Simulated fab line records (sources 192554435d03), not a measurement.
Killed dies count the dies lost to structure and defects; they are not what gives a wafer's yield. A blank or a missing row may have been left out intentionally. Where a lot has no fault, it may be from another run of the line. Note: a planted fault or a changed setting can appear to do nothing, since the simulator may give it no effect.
Chamber matching | flow n5Finfet | N5_MOL_CONTACT_COAG_CMP_23 on cmp-04 has 4 sister chambers
The step polishes, stops on SiO2, t overpolish 1.5 s, target thk 0 nm. 14 wafers are shown with their chamber, then 6 later ones without.

## WAFERS, EACH WITH ITS CHAMBER
wafer  | chamber | motorCurrentA (A) | padLifeWafers | overpolishRunS (s)
L077.1 | 2       | 9.1               | 716           | 1.486
L077.3 | 1       | 10.4              | 715           | 1.503
L078.1 | 1       | 10.6              | 835           | 1.498
L078.3 | 2       | 9.4               | 836           | 1.494
L083.1 | 3       | 8.4               | 943           | 1.508
L083.2 | 2       | 9.4               | 942           | 1.512
L083.4 | 1       | 10.9              | 945           | 1.518
L085.2 | 3       | 7.8               | 1137          | 1.501
L085.4 | 1       | 9.7               | 1135          | 1.505
L088.2 | 0       | 7.9               | 1334          | 1.486
L088.3 | 3       | 7.9               | 1333          | 1.509
L089.2 | 3       | 8.6               | 1340          | 1.504
L089.3 | 1       | 10.1              | 1338          | 1.505
L090.1 | 1       | 10.7              | 1388          | 1.494

SIGNATURES (means of the wafers above)
reading        | chamber 0 | chamber 1 | chamber 2 | chamber 3 | scatter within a chamber
motorCurrentA  | 7.900     | 10.400    | 9.300     | 8.175     | 0.383
padLifeWafers  | 1334.00   | 1059.33   | 831.33    | 1188.25   | 225
overpolishRunS | 1.48600   | 1.50383   | 1.49733   | 1.50550   | 0.00855
Rule: a wafer lies at a distance from a chamber equal to the root of the sum of squares, over the readings, of (its reading less the chamber's mean, divided by the reading's scatter). The wafer belongs to the nearest chamber; if the next one is less than 2 further off, it can't be placed. How the scatter is found: for the shown wafers, subtract from each reading the mean of its chamber, square and add these, divide the total by (wafers less chambers), then take the root.

## WAFERS WHOSE CHAMBER IS MISSING
wafer  | motorCurrentA (A) | padLifeWafers | overpolishRunS (s)
L090.3 | 8.2               | 1387          | 1.494
L094.2 | 8.2               | 1621          | 1.501
L094.3 | 9.7               | 1622          | 1.501
L094.4 | 8.2               | 1620          | 1.497
L096.2 | 8.5               | 1704          | 1.492
L096.3 | 8.4               | 1707          | 1.506

## EACH ONE'S CHAMBER
wafer  | from the rows above          | in truth
L090.3 | can't be placed: 0 or 3      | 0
L094.2 | can't be placed: 3 or 0      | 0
L094.3 | can't be placed: 1 or 2 or 3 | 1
L094.4 | can't be placed: 0 or 3      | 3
L096.2 | can't be placed: 0 or 3      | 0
L096.3 | can't be placed: 3 or 0      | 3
0 of 6 placed correctly. From these rows, 6 cannot be placed; in 6 the true chamber is one of the candidates. Wrongly placed: 0.
